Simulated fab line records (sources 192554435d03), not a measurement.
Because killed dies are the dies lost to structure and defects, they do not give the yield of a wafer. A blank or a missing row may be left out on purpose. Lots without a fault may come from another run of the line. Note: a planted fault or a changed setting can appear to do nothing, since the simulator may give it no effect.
fab line records	flow n5_finfet
record: lots: 10	wafers: 28	last_day: 18
route steps=1938 shown PMOS_HMC_CHANNEL_EPI@89 FIN_SAQP@98 BEOL_M4@1111 PASSIVATION@1936
lots untouched by any fault: they come from a run of this same line in which no faults occurred
start_h: hours from the record's opening day to when the first of the lot's shown wafers began	wait_h: hours since the lot's step before	" the same as in the row above	L1.1+2: a single row standing in for several wafers	- no value present, or no start provided	* or withheld: withheld	< > ~ a bound
route shown NAME@n: names a module that has steps shown in the file, with the first one's number in the route	usual: the fault-free wafers' mean and standard deviation	same: alike in all rows	chamber/n: place in a boat	sites: per-site readings	_std_site: standard deviation of those values	_edge_site: inner sites' mean taken away from outer sites' mean	radius_mm: how far each site lies from the wafer's centre	mask NAME#n: copy n	behind: the most recent tool/chamber to have shaped the wafer	hold: what put the lot on hold/how long, in hours/how the hold closed	device: the transistor (n, p or np) that didn't switch	end of line: tests run on the same wafers once the route is complete	step lacking rows: just its recipe	killed: not the wafer's yield, but the dies lost to structure and defects at the first sort	map: a wafer's dies, x killed, . not, _ none there
set.NAME: the setting as run; set.NAME@STEP: as run at that earlier step	model.NAME: the simulator's own value behind a step, which no gauge read
steps of the route over a sample of lots; a table a step, a row a wafer
services: from which hour (start_h, from the record's first day; less than 0 if before it) a tool's chamber was out of use, for how many hours, and why
== steps ==
step: N5_PMOS_HMC_CHANNEL_EPI_INSPECT_30
recipe: inspect_instrument: darkfield	mode: post_epi
usual: raw_defect_count: 20/7
lot.wafer	tool	chamber	start_h	wait_h	raw_defect_count
L115.2	defect_inspect-02	-	45.80	0.0	18
L115.4	"	-	"	"	17
L115.5	"	-	"	"	15
L116.3	defect_inspect-02	-	50.31	0.0	11
L116.4	"	-	"	"	19
L116.6	"	-	"	"	16
L117.1	defect_inspect-01	-	57.02	0.0	16
L117.2	"	-	"	"	12
L117.6	"	-	"	"	19
L118.2	defect_inspect-02	-	68.82	0.0	18
L118.4	"	-	"	"	21
L118.5	"	-	"	"	18
L120.2	defect_inspect-02	-	74.69	0.0	20
L120.4	"	-	"	"	49
L120.5	"	-	"	"	18
L122.3	defect_inspect-02	-	86.50	0.0	10
L122.5	"	-	"	"	17
L122.6	"	-	"	"	19
L128.2	defect_inspect-01	-	122.36	0.0	16
L128.4	"	-	"	"	30
L129.1	defect_inspect-01	-	128.20	0.0	20
L129.2	"	-	"	"	19
L133.1	defect_inspect-01	-	152.25	0.0	19
L133.2	"	-	"	"	12
L133.3	"	-	"	"	17
L134.1	defect_inspect-01	-	160.51	0.0	12
L134.4	"	-	"	"	17
L134.5	"	-	"	"	17
step: N5_FIN_SAQP_PECVD_47
recipe: material: a-Si	target_thk_a: 450	temp_c: 400	precursor: SiH4/He	pressure_torr: 3	rf_w: 100	time_s: 36.3
usual: heater_power_w: 889/100	showerhead_plenum_p_Torr: 5.66/0.067	throttle_valve_pct: 17.7/0.88
lot.wafer	tool	chamber	start_h	wait_h	heater_power_w	showerhead_plenum_p_Torr	throttle_valve_pct
L115.2	pecvd-03	0	46.47	0.0	1018	5.59	18.4
L115.4	"	1	"	"	847	5.57	18.5
L115.5	"	0	"	"	989	5.58	18.1
L116.3	pecvd-03	2	50.98	0.0	983	5.74	16.9
L116.4	"	1	"	"	846	5.59	18.4
L116.6	"	0	"	"	901	5.60	18.5
L117.1	pecvd-03	2	57.68	0.0	1016	5.73	16.7
L117.2	"	0	"	"	989	5.60	18.4
L117.6	"	2	"	"	1006	5.73	16.9
L118.2	pecvd-04	1	69.93	0.0	852	5.72	17.2
L118.4	"	1	"	"	879	5.71	17.1
L118.5	"	2	"	"	742	5.67	17.1
L120.2	pecvd-03	0	75.38	0.0	1053	5.59	18.4
L120.4	"	2	"	"	998	5.73	17.1
L120.5	"	2	"	"	989	5.74	17.0
L122.3	pecvd-03	1	87.17	0.0	897	5.58	18.3
L122.5	"	2	"	"	936	5.74	16.7
L122.6	"	0	"	"	920	5.60	18.5
L128.2	pecvd-03	1	123.11	0.0	784	5.59	18.2
L128.4	"	2	"	"	833	5.72	17.0
L129.1	pecvd-03	0	128.88	0.0	1067	5.61	18.7
L129.2	"	2	"	"	944	5.73	16.7
L133.1	pecvd-03	2	152.98	0.0	1010	5.73	17.1
L133.2	"	0	"	"	1079	5.59	18.5
L133.3	"	1	"	"	873	5.58	18.4
L134.1	pecvd-02	2	161.18	0.0	765	5.71	17.6
L134.4	"	1	"	"	728	5.75	19.9
L134.5	"	2	"	"	784	5.71	17.5
step: N5_FIN_SAQP_EXPOSE_13
recipe: mask_id: FIN_CORE	na: 1.35	source_shape: dipole	sigma_inner: 0.538	sigma_outer: 0.738	polarization: te	target_cd_nm: 35.6	dose_mj: 63.25
usual: reticle_temp_C: 22.98/0.11
same: sigma_outer: 0.738
lot.wafer	tool	chamber	start_h	wait_h	mask	reticle_temp_C
L115.2	arfi_scanner-02	0	47.03	-	FIN_CORE#0	23.31
L115.4	"	0	"	"	FIN_CORE#0	23.07
L115.5	"	0	"	"	FIN_CORE#0	23.26
L116.3	arfi_scanner-02	0	51.39	-	FIN_CORE#0	22.94
L116.4	"	0	"	"	FIN_CORE#0	22.92
L116.6	"	0	"	"	FIN_CORE#0	23.08
L117.1	arfi_scanner-01	0	58.21	-	FIN_CORE#0	22.84
L117.2	"	0	"	"	FIN_CORE#0	23.00
L117.6	"	0	"	"	FIN_CORE#0	22.87
L118.2	arfi_scanner-02	0	70.50	-	FIN_CORE#0	22.88
L118.4	"	0	"	"	FIN_CORE#0	23.02
L118.5	"	0	"	"	FIN_CORE#0	22.97
L120.2	arfi_scanner-02	0	75.86	-	FIN_CORE#0	23.07
L120.4	"	0	"	"	FIN_CORE#0	22.88
L120.5	"	0	"	"	FIN_CORE#0	23.07
L122.3	arfi_scanner-02	0	87.74	-	FIN_CORE#0	22.99
L122.5	"	0	"	"	FIN_CORE#0	23.05
L122.6	"	0	"	"	FIN_CORE#0	23.08
L128.2	arfi_scanner-02	0	123.51	-	FIN_CORE#0	22.97
L128.4	"	0	"	"	FIN_CORE#0	23.11
L129.1	arfi_scanner-02	0	129.35	-	FIN_CORE#0	22.94
L129.2	"	0	"	"	FIN_CORE#0	22.85
L133.1	arfi_scanner-03	0	153.39	-	FIN_CORE#0	22.84
L133.2	"	0	"	"	FIN_CORE#0	22.95
L133.3	"	0	"	"	FIN_CORE#0	22.98
L134.1	arfi_scanner-01	0	161.70	-	FIN_CORE#0	23.07
L134.4	"	0	"	"	FIN_CORE#0	22.88
L134.5	"	0	"	"	FIN_CORE#0	22.80
step: N5_FIN_SAQP_CD_MEAS_16
recipe: target_cd_nm: 35.6	landing_energy_ev: 500	detector: se_inlens
usual: cd_nm: 35.5/0.35
lot.wafer	tool	chamber	start_h	wait_h	cd_nm
L115.2	cd_sem-02	0	47.15	-	35.5
L115.4	"	0	"	"	35.5
L115.5	"	0	"	"	35.4
L116.3	cd_sem-03	0	51.51	-	35.5
L116.4	"	0	"	"	35.0
L116.6	"	0	"	"	35.1
L117.1	cd_sem-03	0	58.34	-	35.8
L117.2	"	0	"	"	35.4
L117.6	"	0	"	"	35.9
L118.2	cd_sem-02	0	70.62	-	34.8
L118.4	"	0	"	"	35.1
L118.5	"	0	"	"	35.2
L120.2	cd_sem-01	0	75.98	-	36.2
L120.4	"	0	"	"	36.2
L120.5	"	0	"	"	36.0
L122.3	cd_sem-02	0	87.86	-	35.9
L122.5	"	0	"	"	36.0
L122.6	"	0	"	"	35.4
L128.2	cd_sem-01	0	123.64	-	31.2
L128.4	"	0	"	"	35.8
L129.1	cd_sem-01	0	129.47	-	30.6
L129.2	"	0	"	"	31.4
L133.1	cd_sem-03	0	153.51	-	35.6
L133.2	"	0	"	"	35.5
L133.3	"	0	"	"	35.2
L134.1	cd_sem-01	0	161.83	-	35.6
L134.4	"	0	"	"	36.1
L134.5	"	0	"	"	35.1
step: N5_FIN_SAQP_OVL_MEAS_17
recipe: points_per_wafer: 44
usual: FIN_CORE_OVL: -0.4/0.71
lot.wafer	tool	chamber	start_h	wait_h	FIN_CORE_OVL[nm]
L115.2	overlay-02	0	47.19	0.0	-0.9
L115.4	"	0	"	"	-0.5
L115.5	"	0	"	"	-0.8
L116.3	overlay-01	0	51.55	0.0	0.2
L116.4	"	0	"	"	-0.5
L116.6	"	0	"	"	-1.1
L117.1	overlay-01	0	58.38	0.0	1.1
L117.2	"	0	"	"	-0.3
L117.6	"	0	"	"	-0.1
L118.2	overlay-02	0	70.67	0.0	-0.7
L118.4	"	0	"	"	-0.4
L118.5	"	0	"	"	-0.1
L120.2	overlay-02	0	76.02	0.0	0.0
L120.4	"	0	"	"	0.2
L120.5	"	0	"	"	-0.3
L122.3	overlay-01	0	87.89	0.0	-0.7
L122.5	"	0	"	"	-1.6
L122.6	"	0	"	"	-0.8
L128.2	overlay-02	0	123.68	0.0	0.0
L128.4	"	0	"	"	0.1
L129.1	overlay-02	0	129.51	0.0	-1.5
L129.2	"	0	"	"	-1.0
L133.1	overlay-02	0	153.55	0.0	-1.3
L133.2	"	0	"	"	0.0
L133.3	"	0	"	"	-1.3
L134.1	overlay-01	0	161.87	0.0	-1.3
L134.4	"	0	"	"	-0.4
L134.5	"	0	"	"	0.6
step: N5_BEOL_M4_RC_MEAS_101
usual: DIBL_N: 35.4/2.1	DIBL_P: 34.8/2.6	IOFF_N: 0.15/0.037	IOFF_P: 0.19/0.037	ION_N: 677/16	ION_P: 462/9.3	SS_N: 71.4/0.75	SS_P: 72.9/0.77	VT_N: 250/3.7	VT_P: -251/3.5
lot.wafer	tool	chamber	start_h	wait_h	DIBL_N[mV/V]	DIBL_P[mV/V]	IOFF_N[nA/um]	IOFF_P[nA/um]	ION_N[uA/um]	ION_P[uA/um]	SS_N[mV/dec]	SS_P[mV/dec]	VT_N[mV]	VT_P[mV]
L115.2	prober-02	0	200.94	0.2	39.0	37.7	0.24	0.23	679	456	72.0	74.2	245	-248
L115.4	"	0	"	"	32.9	31.1	0.12	0.15	672	463	70.8	72.4	255	-252
L115.5	"	0	"	"	37.2	35.9	0.20	0.21	688	465	72.7	73.9	245	-248
L117.1	prober-01	0	202.96	0.5	34.8	33.8	0.13	0.16	664	456	71.1	73.1	251	-257
L117.2	"	0	"	"	37.2	36.0	0.16	0.18	678	457	71.7	73.2	248	-253
L117.6	"	0	"	"	34.0	32.3	0.12	0.13	660	448	70.9	71.5	255	-257
L116.3	prober-02	0	204.45	0.3	35.6	35.9	0.15	0.20	677	461	71.1	73.5	253	-249
L116.4	"	0	"	"	33.2	32.4	0.11	0.14	669	459	70.3	71.7	255	-254
L116.6	"	0	"	"	32.8	32.0	0.11	0.15	647	454	71.4	72.9	253	-253
L118.2	prober-01	0	226.99	0.6	35.8	35.1	0.16	0.19	697	474	71.5	72.5	246	-249
L118.4	"	0	"	"	36.6	34.8	0.16	0.19	688	464	71.2	73.1	247	-251
L118.5	"	0	"	"	36.7	35.7	0.16	0.20	690	471	71.1	72.8	247	-250
L120.2	prober-01	0	230.56	0.2	34.5	34.6	0.13	0.17	684	464	71.4	72.2	252	-252
L120.4	"	0	"	"	36.8	37.8	0.15	0.20	669	453	71.6	73.7	251	-255
L120.5	"	0	"	"	36.8	36.9	0.16	0.19	668	457	71.8	73.4	249	-253
L122.3	prober-02	0	251.52	0.3	34.3	34.2	0.13	0.17	660	454	71.3	71.9	251	-253
L122.5	"	0	"	"	39.5	41.3	0.25	0.31	712	480	72.6	74.3	242	-243
L122.6	"	0	"	"	32.7	31.6	0.11	0.14	669	457	70.9	72.1	253	-254
L128.2	prober-01	0	269.96	0.2	33.1	32.2	0.11	0.15	662	448	69.8	71.9	252	-255
L128.4	"	0	"	"	32.3	31.9	0.11	0.15	682	472	70.4	73.0	253	-253
L129.1	prober-01	0	283.59	0.0	34.0	34.2	0.12	0.17	682	463	71.2	73.4	255	-253
L129.2	"	0	"	"	33.2	32.4	0.11	0.15	670	451	70.2	72.3	255	-254
L134.1	prober-02	0	326.03	0.0	38.0	40.0	0.22	0.26	710	477	72.6	73.7	242	-247
L134.4	"	0	"	"	36.1	37.1	0.18	0.23	701	476	71.7	73.3	247	-250
L134.5	"	0	"	"	36.0	36.9	0.17	0.21	689	467	71.4	73.6	246	-250
L133.1	prober-01	0	327.31	0.0	35.5	35.0	0.15	0.23	676	468	71.7	73.1	254	-243
L133.2	"	0	"	"	32.7	31.9	0.11	0.18	672	472	70.3	71.7	254	-247
L133.3	"	0	"	"	35.4	36.6	0.16	0.25	688	474	71.5	72.9	249	-244
step: N5_PASSIVATION_PROBE_49
usual: defect_limited_yield: 90.5/1.7	killed_at_M0_to_M3: 37/12	killed_at_M4_up: 14/5.2	killed_at_contacts: 12/5.9	killed_at_front_end: 45/14	killed_at_other: 3.5/2.8	killed_dies: 112/21	killed_open: 73/15	killed_short: 36/8.9	sort_bin_5_function: 5.6/1.2	sort_bin_6_memory: 3.5/0.68	sort_bin_8_speed: 0.01/0.1	sort_n_pass: 1068/21	sort_yield_pct: 90.5/1.8
same: gross_dies: 1180	killed_at_back_side: 0	sort_bin_4_leakage[%]: 0
lot.wafer	tool	chamber	start_h	wait_h	defect_limited_yield[%]	killed_at_M0_to_M3	killed_at_M4_up	killed_at_contacts	killed_at_front_end	killed_at_other	killed_dies	killed_open	killed_short	sort_bin_5_function[%]	sort_bin_6_memory[%]	sort_bin_8_speed[%]	sort_n_pass	sort_yield_pct[%]
L116.3	prober-02	-	319.73	0.1	89.3	37	11	12	66	0	126	81	43	6.2	3.6	0	1054	89.3
L116.4	prober-02	-	319.78	0.2	89.3	43	14	5	63	1	126	88	37	6.3	3.8	0	1054	89.3
L116.6	prober-02	-	319.88	0.3	89.4	35	15	17	58	0	125	86	35	6.5	3.9	0	1055	89.4
L115.2	prober-01	-	322.17	0.1	90.1	36	25	15	37	4	117	76	36	5.6	3.8	0	1063	90.1
L115.4	prober-01	-	322.27	0.2	89.2	32	25	18	52	1	128	74	49	5.8	4.2	0	1052	89.2
L115.5	prober-01	-	322.32	0.2	89.9	45	13	12	45	4	119	74	44	5.9	3.7	0	1061	89.9
L128.2	prober-01	-	379.66	0.4	81.4	26	27	18	146	2	219	83	41	14.7	3.7	0	961	81.4
L128.4	prober-01	-	379.76	0.5	89.5	28	17	17	60	2	124	75	44	6.2	3.7	0	1056	89.5
L129.1	prober-01	-	391.45	0.0	79.6	47	11	12	166	5	241	93	45	15.6	4.6	0	939	79.6
L129.2	prober-01	-	391.50	0.1	78.8	60	13	17	155	5	250	114	54	16.8	4.1	0	930	78.8
killed by level:class
L116.3 STI_FIN_REVEAL:geometric_particle:open=20 FIN_SAQP:geometric_particle:short=13 FIN_SAQP:geometric_particle:open=12 BEOL_M0_SAQP:geometric_particle:short=12 BEOL_M0_SAQP:geometric_particle:open=11 MOL_CONTACT_COAG:geometric_particle:open=10 GATE_CUT:geometric_particle:short=9 BEOL_M4:geometric_particle:open=6
L116.4 STI_FIN_REVEAL:geometric_particle:open=23 FIN_SAQP:geometric_particle:open=15 BEOL_M2:geometric_particle:open=11 FIN_SAQP:geometric_particle:short=10 BEOL_M0_SAQP:geometric_particle:short=9 BEOL_M0_SAQP:geometric_particle:open=8 BEOL_M1:geometric_particle:open=6 MOL_CONTACT_COAG:geometric_particle:open=5
L116.6 FIN_SAQP:geometric_particle:open=17 MOL_CONTACT_COAG:geometric_particle:open=16 STI_FIN_REVEAL:geometric_particle:open=15 BEOL_M0_SAQP:geometric_particle:open=12 FIN_SAQP:geometric_particle:short=9 BEOL_M0_SAQP:geometric_particle:short=9 BEOL_M3:geometric_particle:open=8 BEOL_M4:geometric_particle:open=6
L115.2 BEOL_M2:geometric_particle:open=13 BEOL_M4:geometric_particle:open=13 MOL_CONTACT_COAG:geometric_particle:open=11 FIN_SAQP:geometric_particle:open=10 BEOL_M0_SAQP:geometric_particle:short=8 STI_FIN_REVEAL:geometric_particle:open=7 BEOL_M0_SAQP:geometric_particle:open=6 GATE_CUT:geometric_particle:open=5
L115.4 FIN_SAQP:geometric_particle:open=12 STI_FIN_REVEAL:geometric_particle:open=12 MOL_CONTACT_COAG:geometric_particle:open=11 BEOL_M3:geometric_particle:short=10 BEOL_M4:geometric_particle:open=9 FIN_SAQP:geometric_particle:short=8 MOL_CONTACT_COAG:geometric_particle:short=7 BEOL_M0_SAQP:geometric_particle:open=6
L115.5 FIN_SAQP:geometric_particle:open=11 BEOL_M0_SAQP:geometric_particle:short=11 MOL_CONTACT_COAG:geometric_particle:open=9 BEOL_M0_SAQP:geometric_particle:open=9 FIN_SAQP:geometric_particle:short=8 STI_FIN_REVEAL:geometric_particle:open=8 BEOL_M2:geometric_particle:open=6 BEOL_M3:geometric_particle:open=6
L128.2 FIN_SAQP:area_expose=93 STI_FIN_REVEAL:geometric_particle:open=16 MOL_CONTACT_COAG:geometric_particle:open=13 BEOL_M4:geometric_particle:open=13 DUMMY_GATE:geometric_particle:open=9 FIN_SAQP:geometric_particle:short=8 MOL_CONTACT_COAG:geometric_particle:short=5 BEOL_M1:geometric_particle:open=5
L128.4 FIN_SAQP:geometric_particle:open=12 MOL_CONTACT_COAG:geometric_particle:open=12 BEOL_M4:geometric_particle:open=7 FIN_SAQP:geometric_particle:short=6 BEOL_M0_SAQP:geometric_particle:short=6 STI_FIN_REVEAL:geometric_particle:open=5 MOL_CONTACT_COAG:geometric_particle:short=5 BEOL_M4:geometric_particle:short=5
L129.1 FIN_SAQP:area_expose=101 STI_FIN_REVEAL:geometric_particle:open=28 STI_FIN_REVEAL:geometric_particle:short=11 MOL_CONTACT_COAG:geometric_particle:open=9 BEOL_M3:geometric_particle:open=9 BEOL_M2:geometric_particle:open=8 FIN_SAQP:geometric_particle:short=8 BEOL_M0_SAQP:geometric_particle:open=8
L129.2 FIN_SAQP:area_expose=78 STI_FIN_REVEAL:geometric_particle:open=40 BEOL_M3:geometric_particle:open=15 BEOL_M0_SAQP:geometric_particle:short=14 MOL_CONTACT_COAG:geometric_particle:open=13 BEOL_M0_SAQP:geometric_particle:open=11 FIN_SAQP:geometric_particle:short=9 STI_FIN_REVEAL:geometric_particle:short=6
== services ==
tool	chamber	start_h	hours	kind
arfi_scanner-02	-	25.49	0.5	repair
arfi_scanner-01	0	25.95	-	calibration
arfi_scanner-01	-	26.62	6.0	pm
pecvd-03	-	32.50	1.1	repair
arfi_scanner-03	-	36.18	1.3	pm
pecvd-03	-	43.01	0.8	repair
pecvd-03	1	63.29	16.5	scheduled_down
arfi_scanner-02	-	74.55	1.0	pm
pecvd-04	0	75.24	-	calibration
arfi_scanner-03	-	80.48	1.0	pm
pecvd-02	1	84.38	5.5	scheduled_down
arfi_scanner-02	0	85.09	-	calibration
pecvd-03	1	100.30	5.0	scheduled_down
arfi_scanner-03	-	104.87	0.8	pm
arfi_scanner-01	-	123.79	1.3	pm
pecvd-03	1	126.16	5.5	scheduled_down
arfi_scanner-03	-	127.17	4.9	pm
pecvd-04	0	136.78	13.9	repair
arfi_scanner-01	-	137.52	3.1	pm
arfi_scanner-02	-	144.56	1.3	pm
arfi_scanner-02	-	148.11	2.1	repair
arfi_scanner-01	-	151.51	0.8	pm
pecvd-03	-	161.43	0.3	repair
arfi_scanner-03	-	161.68	1.3	pm
== key ==
first_sign: step: N5_FIN_SAQP_CD_MEAS_16	reading: cd_nm	direction: down	sigmas: 13	usual: 35.5	struck: 31.1
effect: step: N5_PASSIVATION_PROBE_49	reading: sort_bin_5_function	direction: up	sigmas: 8.4	usual: 5.6	struck: 15.7
more_kills_born_at: N5_FIN_SAQP_EXPOSE_13@arfi_scanner-02: 272
met_at N5_FIN_SAQP_EXPOSE_13
struck_lots L128,L129
struck_wafers L128.2,L129.1,L129.2
not_acting_at N5_PMOS_HMC_CHANNEL_EPI_INSPECT_30,N5_FIN_SAQP_PECVD_47,N5_FIN_SAQP_OVL_MEAS_17
onset_between 87.74 123.51
fault: kind: process_parameter_drift	tool: arfi_scanner-02	chamber: -	onset_h: 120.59	steps: N5_FIN_SAQP_EXPOSE_13	channel: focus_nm	offset: 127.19	shape: step	end_h: 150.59	scope: struck_wafers_only
